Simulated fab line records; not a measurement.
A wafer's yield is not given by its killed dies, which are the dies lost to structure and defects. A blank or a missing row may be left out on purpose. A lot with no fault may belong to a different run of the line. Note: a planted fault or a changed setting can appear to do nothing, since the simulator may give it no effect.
Split-lot trial | flow n5-finfet | 21 wafers read across 7 lots, on a route 1938 steps long

## THE SPLIT
At N5_BEOL_M5_ETCH_72 (etches underlayer in N2/H2, target depth 6.5 nm, time 5.2 s), the setting bias-w was moved away from the recipe's 150 W on 10 of the 21 wafers read, by -16.5% to +6.9%. This setting was run at the recipe's value on the other wafers.

The reading comes from the split's own step.

## THE READING
rf-vpp-V, in V, at N5_BEOL_M5_ETCH_72 (etches underlayer in N2/H2, target depth 6.5 nm, time 5.2 s). On this fab line, fault-free wafers typically give 524.4 V with a standard deviation of 2.9 V.

wafer  | tool, chamber at the split | bias-w as run, W | against the recipe | rf-vpp-V, V | against lot-mates on the recipe
L076.1 | rie-diel-01, 1             | 160.3            | +6.9%              | 545.9       | +24.9
L076.2 | rie-diel-01, 0             | 150              | recipe             | 521.0       | -
L076.6 | rie-diel-01, 1             | 160.3            | +6.9%              | 544.8       | +23.8
L081.2 | rie-diel-01, 0             | 150              | recipe             | 520.2       | -
L081.5 | rie-diel-01, 3             | 136.3            | -9.1%              | 493.1       | -27.6
L081.6 | rie-diel-01, 0             | 150              | recipe             | 521.1       | -
L086.3 | rie-diel-04, 1             | 150              | recipe             | 525.6       | -
L086.4 | rie-diel-04, 2             | 150              | recipe             | 524.7       | -
L086.5 | rie-diel-04, 2             | 159.8            | +6.5%              | 545.1       | +19.9
L089.2 | rie-diel-01, 0             | 150              | recipe             | 518.3       | -
L089.3 | rie-diel-01, 1             | 150              | recipe             | 520.6       | -
L089.4 | rie-diel-01, 1             | 150              | recipe             | 524.4       | -
L091.3 | rie-diel-01, 1             | 133.8            | -10.8%             | 485.3       | -39.0
L091.4 | rie-diel-01, 0             | 133.8            | -10.8%             | 482.2       | -42.1
L091.5 | rie-diel-01, 1             | 150              | recipe             | 524.3       | -
L095.2 | rie-diel-04, 2             | 150              | recipe             | 522.5       | -
L095.4 | rie-diel-04, 1             | 129.9            | -13.4%             | 476.0       | -46.5
L095.6 | rie-diel-04, 2             | 129.9            | -13.4%             | 476.4       | -46.1
L097.1 | rie-diel-01, 1             | 150              | recipe             | 522.8       | -
L097.3 | rie-diel-01, 2             | 125.3            | -16.5%             | 469.5       | -53.3
L097.6 | rie-diel-01, 3             | 125.3            | -16.5%             | 464.9       | -57.9

THE FIT
A straight line over all 21 wafers: rf-vpp-V changes by +3.4 V for each +1% of bias-w; r = +1.00; the points scatter about the line by 2.1 V.
The same after taking each lot's own level away (the mean of its wafers on the recipe; 21 wafers): +3.44 V for each +1%; r = +1.00; scatter 2.1 V.
On that fit, the largest move of bias-w shifts the reading by 57 V.
Across the lots, their own levels run from 520.65 to 525.15 V, a range of 1.6 times the standard deviation given above.
Consequently the slope shifts little with the lot-to-lot level, the two slopes agreeing.
Check: with one of the wafers moved furthest among these (-16.5%) left out of the fit, the line predicts -57.6 V for it against its lot-mates. Against them it came out at -53.3 V.
Tool readings at the split's step, against how far the setting was moved: rf-vpp-V r = +1.00.

## THE OTHER SPLITS THESE WAFERS WENT THROUGH
These wafers also went through other splits before the reading. Each is held against what the fit with the lots' levels taken away leaves over:
other split on the same wafers     | wafers away from the commonest value | r with rf-vpp-V (lot level and that fit taken away)
N5_BEOL_M4_TRENCH_ETCH_37 source-w | 8                                    | -0.17

## FILE'S OWN FIT
rf-vpp-V changes by +3.41 V for each +1% of bias-w, r = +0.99.
